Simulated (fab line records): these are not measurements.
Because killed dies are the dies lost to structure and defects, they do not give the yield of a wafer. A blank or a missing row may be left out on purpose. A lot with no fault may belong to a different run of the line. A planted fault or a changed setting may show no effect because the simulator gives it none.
fab line records	flow n5_finfet
[record] lots = 9	wafers = 27	last_day = 17
route steps=1938 shown BEOL_M0_SAQP@656 BEOL_M4@1111 PASSIVATION@1936
lots that met no fault: taken from a fault-free run of the same line
start_h: hours from the record's first day to the start of the lot's first wafer shown	wait_h: time in hours since the lot's previous step	" repeats the value in the row above	L1.1+2: one row covering several wafers at once	- value missing, or start not given	* or withheld: withheld	< > ~ a bound
route shown NAME@n: NAME is a module with steps in the file, n the number in the route of the first one	usual: mean/standard deviation taken from wafers without a fault	same: alike in all rows	chamber/n: place in a boat	sites: the reading at each site	_std_site: how widely they spread, as a standard deviation	_edge_site: inner sites' mean taken away from outer sites' mean	radius_mm: for every site, how far away it sits from the centre of the wafer	mask NAME#n: copy n	behind: tool/chamber where the wafer was last shaped	hold: reason for holding the lot/hours on hold/outcome of the hold	device: the transistor (n, p or np) that didn't switch	end of line: the same wafers' tests at the end of the route	where a step has no rows: the recipe by itself	killed: at the first sort, the dies lost to defects and structure; wafer yield is something else	map: shows each die of a wafer: x if killed, . if not, _ if none is there
set.NAME: the setting that was run; set.NAME@STEP: the one run at that earlier step	model.NAME: the simulator's own value behind a step, which no gauge read
route steps across a sampled set of lots; one table per step, one row per wafer
services: when a tool's chamber went out of use (start_h, in hours from the record's first day, below 0 if earlier), for how many hours, and the reason
[[steps]]
[step N5_BEOL_M0_SAQP_HM_OPEN_112]
[recipe] chemistry = CHF3/O2	target = SiO2	stop_on = a-Si	target_depth_a = 120	over_etch_frac = 1.25	mask_material = SOC	time_s = 13.5	pressure_mtorr = 30	source_w = 650	bias_w = 170	Ar_flow_sccm = 200	CHF3_flow_sccm = 50	O2_flow_sccm = 5	ion_energy_ev = 200	ends = end_point
[usual] O2_flow_sccm = 5.001/0.014	chamber_pressure_mTorr = 30.005/0.027	drypump_motor_current_A = 5.82/0.27	oes_product_au = 0.51/0.053	rf_vpp_V = 526/4	showerhead_plenum_p_Torr = 2.42/0.073	throttle_valve_pct = 18.9/0.3
lot.wafer	tool	chamber	start_h	wait_h	O2_flow_sccm	chamber_pressure_mTorr	drypump_motor_current_A	oes_product_au	rf_hours_counter_h	rf_vpp_V	showerhead_plenum_p_Torr	throttle_valve_pct
L218.3	rie_diel-02	2	115.90	0.0	5.014	30.018	5.31	0.52	122	522	2.33	18.6
L218.4	"	3	"	"	5.003	30.004	5.59	0.46	220	519	2.47	19.0
L218.5	"	1	"	"	4.996	30.033	5.89	0.47	-	527	2.39	19.1
L219.2	rie_diel-04	1	124.43	0.0	5.010	29.985	6.25	0.64	3	525	2.57	18.9
L219.4	"	2	"	"	4.983	30.004	5.84	0.61	16	529	2.36	18.2
L219.5	"	1	"	"	5.000	30.052	6.23	0.64	-	526	2.57	18.9
L226.1	rie_diel-04	3	166.88	0.0	5.010	30.024	5.50	0.48	209	522	2.39	19.1
L226.3	"	2	"	"	4.986	30.040	5.83	0.58	27	528	2.36	18.2
L226.4	"	0	"	"	4.988	30.015	5.83	0.51	148	526	2.50	19.1
L228.3	rie_diel-04	2	184.15	0.0	5.006	30.079	5.85	0.59	30	529	2.36	18.2
L228.4	"	0	"	"	4.992	29.970	5.81	0.50	152	525	2.50	19.1
L228.6	"	3	"	"	5.001	30.038	5.45	0.48	-	519	2.39	19.1
L229.2	rie_diel-06	0	189.33	0.0	5.023	29.975	5.85	0.44	235	529	2.47	19.2
L229.4	"	3	"	"	4.997	29.951	6.13	0.53	85	530	2.34	18.9
L229.5	"	2	"	"	5.001	30.030	5.76	0.47	-	531	2.50	19.0
L231.4	rie_diel-04	2	197.80	0.0	4.977	30.001	5.78	0.58	34	527	2.36	18.2
L231.5	"	2	"	"	4.996	30.063	5.79	0.58	-	527	2.36	18.2
L231.6	"	1	"	"	4.999	30.004	6.25	0.61	-	526	2.56	18.9
L237.1	rie_diel-02	2	228.62	0.0	4.996	29.981	5.34	0.50	157	521	2.32	18.7
L237.2	"	1	"	"	4.992	30.005	5.91	0.46	224	527	2.38	19.2
L237.6	"	1	"	"	5.014	30.021	5.92	0.46	-	526	2.38	19.2
L238.2	rie_diel-04	1	235.34	0.0	4.999	30.051	6.25	0.59	35	526	2.55	18.9
L238.3	"	3	"	"	4.988	30.029	5.47	0.46	228	520	2.38	19.1
L238.5	"	0	"	"	4.973	30.046	5.83	0.50	-	525	2.49	19.2
L240.4	rie_diel-02	2	248.16	0.0	5.021	29.988	5.31	0.50	164	519	2.31	18.7
L240.5	"	0	"	"	5.023	30.068	6.08	0.50	-	524	2.40	19.1
L240.6	"	3	"	"	5.003	29.993	5.61	0.65	-	521	2.46	18.6
[step N5_BEOL_M0_SAQP_RECESS_104]
[recipe] chemistry = HF/NH3	target = SiO2	target_depth_a = 180	afs_cycles = 3	temp_c = 30	sublimation_temp_c = 180	sublimation_time_s = 60
[usual] drypump_motor_current_A = 6.21/0.3
lot.wafer	tool	chamber	start_h	wait_h	drypump_motor_current_A
L218.3	vapor_etch-02	1	117.79	0.2	6.15
L218.4	"	0	"	"	5.83
L218.5	"	1	"	"	6.12
L219.2	vapor_etch-02	0	126.09	0.1	5.83
L219.4	"	1	"	"	6.16
L219.5	"	1	"	"	6.16
L226.1	vapor_etch-01	0	169.04	0.1	6.67
L226.3	"	1	"	"	6.14
L226.4	"	0	"	"	6.66
L228.3	vapor_etch-02	0	186.00	0.2	5.85
L228.4	"	1	"	"	6.16
L228.6	"	0	"	"	5.85
L229.2	vapor_etch-02	1	191.77	0.1	6.18
L229.4	"	1	"	"	6.17
L229.5	"	1	"	"	6.17
L231.4	vapor_etch-01	0	200.02	0.2	6.68
L231.5	"	1	"	"	6.13
L231.6	"	0	"	"	6.66
L237.1	vapor_etch-01	0	230.92	0.1	6.64
L237.2	"	1	"	"	6.12
L237.6	"	0	"	"	6.66
L238.2	vapor_etch-01	0	236.97	0.1	6.68
L238.3	"	1	"	"	6.08
L238.5	"	1	"	"	6.10
L240.4	vapor_etch-02	1	250.14	0.2	6.14
L240.5	"	1	"	"	6.16
L240.6	"	0	"	"	5.80
[step N5_BEOL_M0_SAQP_RECESS_109]
[recipe] chemistry = HF/NH3	target = SiO2	target_depth_a = 30	afs_cycles = 1	temp_c = 30	sublimation_temp_c = 180	sublimation_time_s = 60
[usual] drypump_motor_current_A = 6.19/0.29
lot.wafer	tool	chamber	start_h	wait_h	drypump_motor_current_A
L218.3	vapor_etch-02	1	118.32	0.1	6.16
L218.4	"	0	"	"	5.85
L218.5	"	1	"	"	6.14
L219.2	vapor_etch-02	0	126.72	0.0	5.86
L219.4	"	0	"	"	5.86
L219.5	"	1	"	"	6.15
L226.1	vapor_etch-01	0	169.65	0.0	6.64
L226.3	"	0	"	"	6.66
L226.4	"	1	"	"	6.15
L228.3	vapor_etch-02	1	186.53	0.1	6.16
L228.4	"	0	"	"	5.84
L228.6	"	0	"	"	5.84
L229.2	vapor_etch-02	1	192.38	0.0	6.16
L229.4	"	0	"	"	5.84
L229.5	"	0	"	"	5.86
L231.4	vapor_etch-01	0	200.58	0.1	6.65
L231.5	"	0	"	"	6.66
L231.6	"	1	"	"	6.08
L237.1	vapor_etch-02	1	231.53	0.0	6.17
L237.2	"	0	"	"	5.84
L237.6	"	1	"	"	6.16
L238.2	vapor_etch-02	0	237.58	0.0	5.82
L238.3	"	1	"	"	6.17
L238.5	"	0	"	"	5.86
L240.4	vapor_etch-02	1	250.67	0.1	6.16
L240.5	"	1	"	"	6.17
L240.6	"	0	"	"	5.83
[step N5_BEOL_M0_SAQP_SPACER2_ETCHBACK_27]
[recipe] chemistry = CHF3/O2	mode = anisotropic_etchback	target = SiO2	target_depth_a = 225	time_s = 11.25	pressure_mtorr = 30	source_w = 650	bias_w = 170	Ar_flow_sccm = 200	CHF3_flow_sccm = 50	O2_flow_sccm = 5	ion_energy_ev = 200
[usual] CHF3_flow_sccm = 50.01/0.14	O2_flow_sccm = 5.000/0.016	chamber_pressure_mTorr = 30.000/0.028	drypump_motor_current_A = 5.86/0.25	oes_product_au = 0.77/0.085	rf_vpp_V = 527/4.2	showerhead_plenum_p_Torr = 2.44/0.07	throttle_valve_pct = 19.02/0.26
lot.wafer	tool	chamber	start_h	wait_h	CHF3_flow_sccm	O2_flow_sccm	chamber_pressure_mTorr	drypump_motor_current_A	oes_product_au	rf_hours_counter_h	rf_vpp_V	showerhead_plenum_p_Torr	throttle_valve_pct
L218.3	rie_diel-06	0	118.97	0.3	49.89	4.991	30.002	5.83	0.70	212	528	2.48	19.25
L218.4	"	3	"	"	50.03	4.990	30.021	6.12	0.82	64	530	2.35	18.98
L218.5	"	0	"	"	49.94	5.000	29.979	5.83	0.70	-	529	2.48	19.27
L219.2	rie_diel-06	3	127.53	0.4	49.98	4.989	30.023	6.13	0.82	67	528	2.34	18.97
L219.4	"	0	"	"	50.18	5.004	29.987	5.85	0.70	215	527	2.48	19.26
L219.5	"	3	"	"	50.02	5.015	29.995	6.14	0.83	-	529	2.34	18.98
L226.1	rie_diel-06	2	170.34	0.3	50.13	4.994	29.998	5.77	0.74	178	531	2.50	19.05
L226.3	"	0	"	"	50.06	5.026	29.997	5.81	0.68	229	528	2.47	19.29
L226.4	"	3	"	"	49.89	4.994	30.009	6.14	0.80	80	528	2.34	18.99
L228.3	rie_diel-02	0	188.41	0.5	50.31	4.977	29.986	6.09	0.76	162	525	2.41	19.14
L228.4	"	2	"	"	49.97	5.012	30.025	5.31	0.78	145	522	2.32	18.72
L228.6	"	3	"	"	49.99	5.016	29.975	5.58	0.68	-	522	2.47	19.10
L229.2	rie_diel-02	0	194.41	0.3	49.94	4.999	29.999	6.09	0.76	163	524	2.41	19.14
L229.4	"	2	"	"	50.06	4.997	29.962	5.33	0.78	147	521	2.32	18.73
L229.5	"	1	"	"	49.93	4.992	29.945	5.89	0.71	-	526	2.38	19.25
L231.4	rie_diel-02	0	201.24	0.3	49.95	4.993	30.041	6.09	0.76	165	526	2.41	19.15
L231.5	"	0	"	"	49.92	5.018	30.007	6.07	0.76	-	524	2.41	19.15
L231.6	"	3	"	"	50.06	4.989	29.985	5.59	0.67	-	519	2.47	19.10
L237.1	rie_diel-06	0	232.28	0.3	-	-	-	-	-	-	-	-	-
L237.2	"	3	"	"	-	-	-	-	-	-	-	-	-
L237.6	"	3	"	"	-	-	-	-	-	-	-	-	-
L238.2	rie_diel-06	2	238.37	0.4	-	-	-	-	-	-	-	-	-
L238.3	"	0	"	"	-	-	-	-	-	-	-	-	-
L238.5	"	0	"	"	-	-	-	-	-	-	-	-	-
L240.4	rie_diel-04	0	251.35	0.3	50.28	5.015	29.996	5.81	0.76	170	526	2.49	19.25
L240.5	"	2	"	"	50.13	4.995	29.971	5.84	0.88	-	529	2.35	18.29
L240.6	"	1	"	"	49.73	4.988	30.036	6.24	0.91	-	527	2.55	19.01
[step N5_BEOL_M4_RC_MEAS_101]
[usual] DIBL_N = 36.3/1.4	DIBL_P = 35.7/1.5	IOFF_N = 0.155/0.022	IOFF_P = 0.204/0.027	ION_N = 671/9	ION_P = 459/6.2	SS_N = 71.5/0.54	SS_P = 73.1/0.56	VT_N = 250.2/2.6	VT_P = -251/3.3
lot.wafer	tool	chamber	start_h	wait_h	DIBL_N[mV/V]	DIBL_P[mV/V]	IOFF_N[nA/um]	IOFF_P[nA/um]	ION_N[uA/um]	ION_P[uA/um]	SS_N[mV/dec]	SS_P[mV/dec]	VT_N[mV]	VT_P[mV]
L218.3	prober-02	0	183.83	0.3	37.2	36.6	0.163	0.231	675	466	71.6	73.9	247.0	-247
L218.4	"	0	"	"	35.4	34.2	0.129	0.187	664	461	70.4	73.0	253.1	-248
L218.5	"	0	"	"	34.5	32.8	0.117	0.180	659	458	70.5	72.1	252.6	-250
L219.2	prober-01	0	186.80	0.2	35.3	35.6	0.162	0.216	677	466	71.7	73.3	247.9	-248
L219.4	"	0	"	"	35.4	35.4	0.156	0.221	663	462	71.7	73.4	249.2	-249
L219.5	"	0	"	"	34.2	33.7	0.144	0.187	671	457	70.8	72.3	250.9	-251
L226.1	prober-01	0	232.23	0.0	34.8	33.3	0.128	0.189	669	468	72.3	73.1	252.8	-247
L226.3	"	0	"	"	36.0	35.0	0.153	0.218	679	465	71.9	72.9	248.1	-248
L226.4	"	0	"	"	36.4	35.6	0.152	0.225	662	464	71.5	72.9	250.0	-247
L228.3	prober-01	0	240.33	0.3	38.0	37.9	0.180	0.227	677	463	71.9	73.6	247.7	-250
L228.4	"	0	"	"	35.7	35.1	0.140	0.175	677	456	71.7	73.2	252.3	-255
L228.6	"	0	"	"	35.8	35.1	0.141	0.172	655	449	71.4	72.9	253.1	-254
L231.4	prober-01	0	253.56	0.5	36.8	34.0	0.151	0.169	666	454	71.4	72.9	248.8	-257
L231.5	"	0	"	"	36.0	33.6	0.138	0.161	667	451	71.5	72.5	253.7	-254
L231.6	"	0	"	"	35.6	33.8	0.136	0.166	671	457	71.4	73.1	252.2	-256
L229.2	prober-01	0	256.94	0.2	35.5	37.0	0.149	0.189	677	458	71.5	73.8	249.4	-251
L229.4	"	0	"	"	35.8	36.9	0.160	0.193	672	457	71.5	72.9	250.1	-254
L229.5	"	0	"	"	34.5	36.1	0.144	0.182	668	454	71.3	73.4	250.6	-250
L240.4	prober-01	0	307.64	0.5	35.3	34.7	0.137	0.179	669	460	71.7	72.8	250.5	-255
L240.5	"	0	"	"	37.3	35.9	0.166	0.192	671	452	71.9	72.1	249.3	-252
L240.6	"	0	"	"	35.1	34.5	0.135	0.178	668	457	71.5	72.3	253.9	-253
[step N5_PASSIVATION_PROBE_49]
[usual] defect_limited_yield = 91.0/1.5	killed_at_M0_to_M3 = 36/12	killed_at_M4_up = 14/5.5	killed_at_contacts = 11/4.8	killed_at_front_end = 42/12	killed_at_other = 3.7/2.7	killed_dies = 106/18	killed_on_rim = 13/4.5	killed_open = 70/13	killed_short = 35/8.2	sort_bin_5_function = 5.3/1	sort_bin_6_memory = 3.3/0.69	sort_bin_8_speed = 0.00/0.007	sort_n_pass = 1074/18	sort_yield_pct = 91.0/1.5
[same] gross_dies = 1180	killed_at_back_side = 0	sort_bin_4_leakage[%] = 0
lot.wafer	tool	chamber	start_h	wait_h	defect_limited_yield[%]	killed_at_M0_to_M3	killed_at_M4_up	killed_at_contacts	killed_at_front_end	killed_at_other	killed_dies	killed_on_rim	killed_open	killed_short	sort_bin_5_function[%]	sort_bin_6_memory[%]	sort_bin_8_speed[%]	sort_n_pass	sort_yield_pct[%]
L218.3	prober-01	-	297.13	0.1	88.9	32	15	23	55	6	131	17	81	47	7.0	3.4	0	1049	88.9
L218.4	prober-01	-	297.18	0.2	87.5	23	22	22	75	6	148	19	93	53	7.5	4.4	0	1032	87.5
L218.5	prober-01	-	297.23	0.2	90.8	41	9	15	42	2	109	11	76	31	5.3	3.7	0	1071	90.8
L219.2	prober-02	-	297.34	0.1	89.7	34	24	13	49	1	121	19	75	39	5.4	3.9	0	1059	89.7
L219.4	prober-02	-	297.44	0.2	91.4	36	10	4	51	0	101	14	73	27	5.0	3.2	0	1079	91.4
L219.5	prober-02	-	297.49	0.2	89.5	54	14	14	41	1	124	18	76	46	6.4	3.7	0	1056	89.5
L226.1	prober-01	-	332.72	0.0	89.7	38	14	14	52	3	121	19	82	33	6.3	3.8	0	1059	89.7
L226.3	prober-01	-	332.82	0.1	90.7	37	12	7	46	8	110	16	74	34	5.0	4.2	0	1070	90.7
L226.4	prober-01	-	332.87	0.2	88.1	54	25	3	52	6	140	15	88	50	6.9	4.7	0	1040	88.1
L228.3	prober-02	-	348.21	0.5	93.6	24	13	10	26	2	75	8	54	21	3.3	2.9	0	1105	93.6
L228.4	prober-02	-	348.26	0.6	89.8	32	20	7	57	4	120	17	76	44	6.2	3.6	0	1060	89.8
L228.6	prober-02	-	348.36	0.7	91.9	24	24	8	37	2	95	9	61	32	4.8	3.0	0	1085	91.9
L231.4	prober-01	-	348.74	0.2	88.3	60	14	8	53	3	138	24	80	56	7.5	3.5	0	1042	88.3
L231.5	prober-01	-	348.79	0.3	90.2	60	15	12	29	0	116	18	71	42	6.7	2.9	0	1064	90.2
L231.6	prober-01	-	348.84	0.3	91.4	45	7	14	34	2	102	9	64	37	5.8	2.5	0	1078	91.4
L229.2	prober-01	-	361.68	0.1	92.9	37	13	8	22	4	84	8	60	22	5.0	1.9	0	1096	92.9
L229.4	prober-01	-	361.78	0.2	91.4	32	13	26	30	1	102	9	71	27	5.3	2.9	0.08	1078	91.4
L229.5	prober-01	-	361.83	0.2	92.1	44	14	8	26	1	93	11	67	26	5.5	2.2	0	1087	92.1
L238.2	prober-01	-	389.16	0.1	0	1133	8	5	32	2	1180	152	50	25	97.4	2.4	0	0	0
L238.3	prober-01	-	389.21	0.1	0	1131	7	21	21	0	1180	152	60	19	97.2	2.5	0	0	0
L238.5	prober-01	-	389.31	0.2	0	1105	11	18	43	3	1180	152	69	31	97.1	2.8	0	0	0
L237.1	prober-01	-	401.25	0.0	0	1130	13	3	31	3	1180	152	63	34	97.5	2.4	0	0	0
L237.2	prober-01	-	401.30	0.1	0	1105	8	7	59	1	1180	152	64	42	95.8	4.1	0	0	0
L237.6	prober-01	-	401.50	0.3	0	1089	17	8	62	4	1180	152	103	44	95.4	4.2	0	0	0
L240.4	prober-01	-	413.60	0.2	92.9	26	20	16	18	4	84	14	54	29	4.5	2.5	0	1096	92.9
L240.5	prober-01	-	413.65	0.2	93.3	26	6	8	26	13	79	10	55	23	3.8	2.8	0	1101	93.3
L240.6	prober-01	-	413.70	0.3	93.2	28	8	10	31	3	80	9	51	25	3.4	3.2	0	1100	93.2
// killed by level:class
L218.3 MOL_CONTACT_COAG:geometric_particle:open=14 FIN_SAQP:geometric_particle:open=11 MOL_CONTACT_COAG:geometric_particle:short=9 FIN_SAQP:geometric_particle:short=8 DUMMY_GATE:geometric_particle:open=7 BEOL_M3:geometric_particle:open=7 BEOL_M4:geometric_particle:open=6 BEOL_M2:geometric_particle:open=6
L218.4 FIN_SAQP:geometric_particle:open=24 FIN_SAQP:geometric_particle:short=22 MOL_CONTACT_COAG:geometric_particle:open=16 BEOL_M4:geometric_particle:open=12 BEOL_M3:geometric_particle:open=10 MOL_CONTACT_COAG:geometric_particle:short=6 STI_FIN_REVEAL:geometric_particle:open=5 GATE_CUT:geometric_particle:short=4
L218.5 BEOL_M2:geometric_particle:open=16 FIN_SAQP:geometric_particle:open=12 MOL_CONTACT_COAG:geometric_particle:open=12 FIN_SAQP:geometric_particle:short=9 BEOL_M0_SAQP:geometric_particle:open=7 STI_FIN_REVEAL:geometric_particle:open=5 BEOL_M3:geometric_particle:open=5 DUMMY_GATE:geometric_particle:open=4
L219.2 STI_FIN_REVEAL:geometric_particle:open=14 MOL_CONTACT_COAG:geometric_particle:open=10 BEOL_M3:geometric_particle:open=9 BEOL_M2:geometric_particle:open=8 HKMG_FIN:area_etch=7 BEOL_M4:geometric_particle:open=6 BEOL_M0_SAQP:geometric_particle:short=5 DUMMY_GATE:geometric_particle:open=4
L219.4 STI_FIN_REVEAL:geometric_particle:open=18 BEOL_M0_SAQP:geometric_particle:open=11 BEOL_M1:geometric_particle:open=6 BEOL_M2:geometric_particle:open=6 FIN_SAQP:geometric_particle:open=5 GATE_CUT:geometric_particle:short=5 STARTING-WAFER:geometric_particle:open=5 BEOL_M5:geometric_particle:open=4
L219.5 BEOL_M0_SAQP:geometric_particle:short=16 MOL_CONTACT_COAG:geometric_particle:open=13 BEOL_M2:geometric_particle:open=11 BEOL_M0_SAQP:geometric_particle:open=9 STI_FIN_REVEAL:geometric_particle:open=8 DUMMY_GATE:geometric_particle:open=8 BEOL_M3:geometric_particle:open=7 BEOL_M4:geometric_particle:open=6
L226.1 STI_FIN_REVEAL:geometric_particle:open=13 MOL_CONTACT_COAG:geometric_particle:open=12 FIN_SAQP:geometric_particle:open=10 BEOL_M3:geometric_particle:open=9 FIN_SAQP:geometric_particle:short=8 BEOL_M2:geometric_particle:open=6 GATE_CUT:geometric_particle:short=5 BEOL_M0_SAQP:geometric_particle:short=5
L226.3 STI_FIN_REVEAL:geometric_particle:open=15 GATE_CUT:geometric_particle:short=11 BEOL_M1:geometric_particle:open=11 BEOL_M2:geometric_particle:open=9 BEOL_M0_SAQP:geometric_particle:open=7 FIN_SAQP:geometric_particle:short=5 GATE_CUT:geometric_particle:open=5 MOL_CONTACT_COAG:geometric_particle:open=5
L226.4 STI_FIN_REVEAL:geometric_particle:open=13 BEOL_M0_SAQP:geometric_particle:open=10 BEOL_M3:geometric_particle:open=9 BEOL_M4:geometric_particle:open=9 FIN_SAQP:geometric_particle:short=8 GATE_CUT:geometric_particle:short=8 BEOL_M1:geometric_particle:open=8 BEOL_M2:geometric_particle:open=8
L228.3 BEOL_M0_SAQP:geometric_particle:open=10 MOL_CONTACT_COAG:geometric_particle:open=8 BEOL_M0_SAQP:geometric_particle:short=8 FIN_SAQP:geometric_particle:open=5 STI_FIN_REVEAL:geometric_particle:open=5 FIN_SAQP:geometric_particle:short=4 STARTING-WAFER:geometric_particle:open=4 DUMMY_GATE:geometric_particle:open=3
L228.4 STI_FIN_REVEAL:geometric_particle:open=13 FIN_SAQP:geometric_particle:open=11 BEOL_M0_SAQP:geometric_particle:short=11 BEOL_M4:geometric_particle:open=9 BEOL_M2:geometric_particle:open=9 BEOL_M0_SAQP:geometric_particle:open=8 FIN_SAQP:geometric_particle:short=7 DUMMY_GATE:geometric_particle:open=7
L228.6 BEOL_M4:geometric_particle:open=15 STI_FIN_REVEAL:geometric_particle:open=7 BEOL_M0_SAQP:geometric_particle:open=6 BEOL_M1:geometric_particle:open=6 FIN_SAQP:geometric_particle:short=5 MOL_CONTACT_COAG:geometric_particle:open=5 BEOL_M1:geometric_particle:short=5 STI_FIN_REVEAL:geometric_particle:short=4
L231.4 BEOL_M0_SAQP:geometric_particle:short=14 BEOL_M1:geometric_particle:open=12 FIN_SAQP:geometric_particle:short=10 STI_FIN_REVEAL:geometric_particle:open=10 BEOL_M0_SAQP:geometric_particle:open=10 MOL_CONTACT_COAG:geometric_particle:open=7 BEOL_M1:geometric_particle:short=7 FIN_SAQP:geometric_particle:open=6
L231.5 BEOL_M1:geometric_particle:open=13 BEOL_M2:geometric_particle:open=13 BEOL_M1:geometric_particle:short=9 MOL_CONTACT_COAG:geometric_particle:open=8 BEOL_M0_SAQP:geometric_particle:short=8 BEOL_M0_SAQP:geometric_particle:open=8 STI_FIN_REVEAL:geometric_particle:open=7 BEOL_M4:geometric_particle:open=5
L231.6 MOL_CONTACT_COAG:geometric_particle:open=11 BEOL_M2:geometric_particle:open=11 FIN_SAQP:geometric_particle:short=8 BEOL_M0_SAQP:geometric_particle:open=8 BEOL_M0_SAQP:geometric_particle:short=8 STI_FIN_REVEAL:geometric_particle:open=6 BEOL_M2:geometric_particle:short=6 BEOL_M3:geometric_particle:open=6
L229.2 BEOL_M3:geometric_particle:open=21 BEOL_M4:geometric_particle:open=7 MOL_CONTACT_COAG:geometric_particle:open=5 STARTING-WAFER:geometric_particle:open=5 FIN_SAQP:geometric_particle:open=3 STI_FIN_REVEAL:geometric_particle:open=3 DUMMY_GATE:geometric_particle:open=3 MOL_CONTACT_COAG:geometric_particle:short=3
L229.4 MOL_CONTACT_COAG:geometric_particle:open=20 BEOL_M3:geometric_particle:open=10 BEOL_M1:geometric_particle:open=7 BEOL_M4:geometric_particle:open=7 FIN_SAQP:geometric_particle:short=6 MOL_CONTACT_COAG:geometric_particle:short=6 BEOL_M0_SAQP:geometric_particle:open=6 STI_FIN_REVEAL:geometric_particle:open=5
L229.5 BEOL_M1:geometric_particle:open=10 BEOL_M0_SAQP:geometric_particle:short=9 STI_FIN_REVEAL:geometric_particle:open=7 BEOL_M0_SAQP:geometric_particle:open=7 BEOL_M2:geometric_particle:open=7 BEOL_M3:geometric_particle:open=7 DUMMY_GATE:geometric_particle:open=6 MOL_CONTACT_COAG:geometric_particle:open=6
L238.2 BEOL_M0_SAQP:area_etchback=1103 STI_FIN_REVEAL:geometric_particle:open=7 DUMMY_GATE:geometric_particle:open=6 BEOL_M2:geometric_particle:open=6 BEOL_M0_SAQP:geometric_particle:open=5 BEOL_M0_SAQP:geometric_particle:short=5 BEOL_M1:geometric_particle:open=5 FIN_SAQP:geometric_particle:open=3
L238.3 BEOL_M0_SAQP:area_etchback=1099 MOL_CONTACT_COAG:geometric_particle:open=20 BEOL_M2:geometric_particle:open=9 STI_FIN_REVEAL:geometric_particle:open=8 BEOL_M0_SAQP:geometric_particle:open=6 BEOL_M3:geometric_particle:open=5 BEOL_M0_SAQP:geometric_particle:short=4 BEOL_M1:geometric_particle:short=4
L238.5 BEOL_M0_SAQP:area_etchback=1078 STI_FIN_REVEAL:geometric_particle:open=15 MOL_CONTACT_COAG:geometric_particle:open=14 FIN_SAQP:geometric_particle:open=8 BEOL_M0_SAQP:geometric_particle:short=8 BEOL_M0_SAQP:geometric_particle:open=6 STI_FIN_REVEAL:geometric_particle:short=4 MOL_CONTACT_COAG:geometric_particle:short=4
L237.1 BEOL_M0_SAQP:area_etchback=1083 BEOL_M0_SAQP:geometric_particle:short=13 FIN_SAQP:geometric_particle:open=10 STI_FIN_REVEAL:geometric_particle:open=7 BEOL_M1:geometric_particle:open=7 BEOL_M4:geometric_particle:open=6 BEOL_M3:geometric_particle:open=6 FIN_SAQP:geometric_particle:short=5
L237.2 BEOL_M0_SAQP:area_etchback=1074 FIN_SAQP:geometric_particle:open=16 FIN_SAQP:geometric_particle:short=14 STI_FIN_REVEAL:geometric_particle:open=11 BEOL_M0_SAQP:geometric_particle:short=9 BEOL_M0_SAQP:geometric_particle:open=6 BEOL_M4:geometric_particle:open=5 BEOL_M0:geometric_particle:open=4
L237.6 BEOL_M0_SAQP:area_etchback=1033 FIN_SAQP:geometric_particle:open=18 STI_FIN_REVEAL:geometric_particle:open=14 BEOL_M2:geometric_particle:open=14 BEOL_M0_SAQP:geometric_particle:open=10 BEOL_M4:geometric_particle:open=10 FIN_SAQP:geometric_particle:short=8 BEOL_M0_SAQP:geometric_particle:short=7
L240.4 MOL_CONTACT_COAG:geometric_particle:open=11 BEOL_M4:geometric_particle:short=10 BEOL_M0_SAQP:geometric_particle:open=6 BEOL_M2:geometric_particle:open=6 BEOL_M3:geometric_particle:open=6 MOL_CONTACT_COAG:geometric_particle:short=5 DUMMY_GATE:geometric_particle:open=4 FIN_SAQP:geometric_particle:open=3
L240.5 BEOL_M3:geometric_particle:open=10 FIN_SAQP:geometric_particle:open=6 MOL_CONTACT_COAG:geometric_particle:open=6 BEOL_M0:geometric_particle:open=6 ILD0:geometric_particle:open=4 STARTING-WAFER:geometric_particle:short=4 DUMMY_GATE:geometric_particle:open=3 BEOL_M0_SAQP:geometric_particle:open=3
L240.6 BEOL_M3:geometric_particle:open=11 MOL_CONTACT_COAG:geometric_particle:open=9 GATE_CUT:geometric_particle:short=7 BEOL_M0_SAQP:geometric_particle:open=7 STI_FIN_REVEAL:geometric_particle:open=6 ILD0:geometric_particle:short=4 BEOL_M4:geometric_particle:short=4 BEOL_M0:geometric_particle:open=3
[[services]]
tool	chamber	start_h	hours	kind
rie_diel-04	1	100.17	-	clean
rie_diel-04	1	100.17	-	consumable_replace:focus_ring
rie_diel-04	1	100.17	-	consumable_replace:showerhead
rie_diel-04	1	100.17	13.7	scheduled_down
rie_diel-04	1	100.17	13.7	vent_cycle
rie_diel-06	1	133.57	9.6	repair
rie_diel-04	3	137.47	4.1	repair
rie_diel-04	2	146.42	8.2	repair
rie_diel-04	-	173.81	2.7	repair
rie_diel-02	3	220.00	-	clean
rie_diel-02	3	220.00	-	consumable_replace:focus_ring
rie_diel-02	3	220.00	18.5	scheduled_down
rie_diel-02	3	220.00	18.5	vent_cycle
vapor_etch-01	-	226.37	4.3	pm
rie_diel-06	1	227.30	-	clean
rie_diel-06	1	227.30	-	consumable_replace:focus_ring
rie_diel-06	1	227.30	12.9	scheduled_down
rie_diel-06	1	227.30	12.9	vent_cycle
rie_diel-02	3	240.04	7.0	repair
rie_diel-06	0	240.32	-	clean
rie_diel-06	0	240.32	-	consumable_replace:focus_ring
rie_diel-06	0	240.32	11.9	scheduled_down
rie_diel-06	0	240.32	11.9	vent_cycle
[[key]]
[first_sign] step = N5_BEOL_M0_SAQP_SPACER2_ETCHBACK_27	reading = tool_record	direction = missing
[effect] step = N5_PASSIVATION_PROBE_49	reading = killed_at_M0_to_M3	direction = up	sigmas = 93	usual = 36	struck = 1116
[more_kills_born_at] N5_BEOL_M0_SAQP_SPACER2_ETCHBACK_27@rie_diel-06 = 6465
met_at N5_BEOL_M0_SAQP_SPACER2_ETCHBACK_27
struck_lots L237,L238
later_rows_left_out L237.1,L237.2,L237.6,L238.2,L238.3,L238.5
not_acting_at N5_BEOL_M0_SAQP_HM_OPEN_112,N5_BEOL_M0_SAQP_RECESS_104,N5_BEOL_M0_SAQP_RECESS_109
onset_between 170.34 232.28
[fault] kind = skipped_step_whole	tool = rie_diel-06	chamber = -	onset_h = 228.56	steps = N5_BEOL_M0_SAQP_SPACER2_ETCHBACK_27	scope = struck_lots_only
// later_rows_left_out: the simulator's readings of these wafers behind a module that went badly wrong aren't trusted and aren't shown, but for the sort
